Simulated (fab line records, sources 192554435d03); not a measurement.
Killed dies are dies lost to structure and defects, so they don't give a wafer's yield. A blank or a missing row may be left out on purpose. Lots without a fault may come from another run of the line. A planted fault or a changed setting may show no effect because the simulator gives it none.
Chamber matching | flow n5_finfet | N5_BEOL_M0_SAQP_HM_OPEN_112 on rie_diel-01: 4 sister chambers
The step chemistry CHF3/O2, target SiO2, stops on a-Si, target depth 12 nm, time 13.5 s. 14 wafers are shown with their chamber, then 6 later ones without.

WAFERS WITH THEIR CHAMBER
wafer  | chamber | rf_vpp_V (V) | throttle_valve_pct (%) | drypump_motor_current_A (A)
L477.2 | 2       | 524          | 18.90                  | 6.4
L477.3 | 0       | 551          | 18.54                  | 5.8
L477.5 | 2       | 524          | 18.90                  | 6.4
L478.2 | 2       | 524          | 18.90                  | 6.3
L478.3 | 0       | 551          | 18.55                  | 5.8
L478.5 | 2       | 524          | 18.91                  | 6.4
L479.1 | 2       | 525          | 18.90                  | 6.3
L479.2 | 0       | 550          | 18.56                  | 5.8
L479.6 | 1       | 531          | 18.98                  | 5.9
L483.1 | 1       | 531          | 18.99                  | 5.9
L483.2 | 2       | 524          | 18.90                  | 6.3
L483.3 | 0       | 551          | 18.57                  | 5.8
L484.4 | 3       | 513          | 19.00                  | 5.7
L484.5 | 1       | 530          | 18.99                  | 5.9

SIGNATURES (means of the wafers above)
reading                 | chamber 0 | chamber 1 | chamber 2 | chamber 3 | scatter within a chamber
rf_vpp_V                | 550.75    | 530.67    | 524.17    | 513.00    | 0.474
throttle_valve_pct      | 18.5550   | 18.9867   | 18.9017   | 19.0000   | 0.00806
drypump_motor_current_A | 5.800     | 5.900     | 6.350     | 5.700     | 0.0387
Rule: a wafer's distance from a chamber is the root of the sum, over the readings, of the square of ((its reading less the chamber's mean) divided by the reading's scatter). The wafer belongs to the nearest chamber; if the next one is less than 2 further off, it can't be placed. The scatter: the root of (the sum of the squares of (reading less its chamber's mean) over the shown wafers, divided by (wafers less chambers)).

WAFERS WITHOUT THEIR CHAMBER
wafer  | rf_vpp_V (V) | throttle_valve_pct (%) | drypump_motor_current_A (A)
L497.1 | 531          | 19.03                  | 5.9
L497.2 | 551          | 18.61                  | 5.8
L497.5 | 523          | 18.96                  | 6.3
L498.1 | 530          | 19.02                  | 5.9
L498.2 | 514          | 19.02                  | 5.7
L498.4 | 550          | 18.62                  | 5.7

WHICH CHAMBER EACH WENT THROUGH
wafer  | from the rows above | in truth
L497.1 | 1                   | 1
L497.2 | 0                   | 0
L497.5 | 2                   | 2
L498.1 | 1                   | 1
L498.2 | 3                   | 3
L498.4 | 0                   | 0
Placed correctly: 6 of 6. Can't be placed from these rows: 0. Placed wrongly: 0.
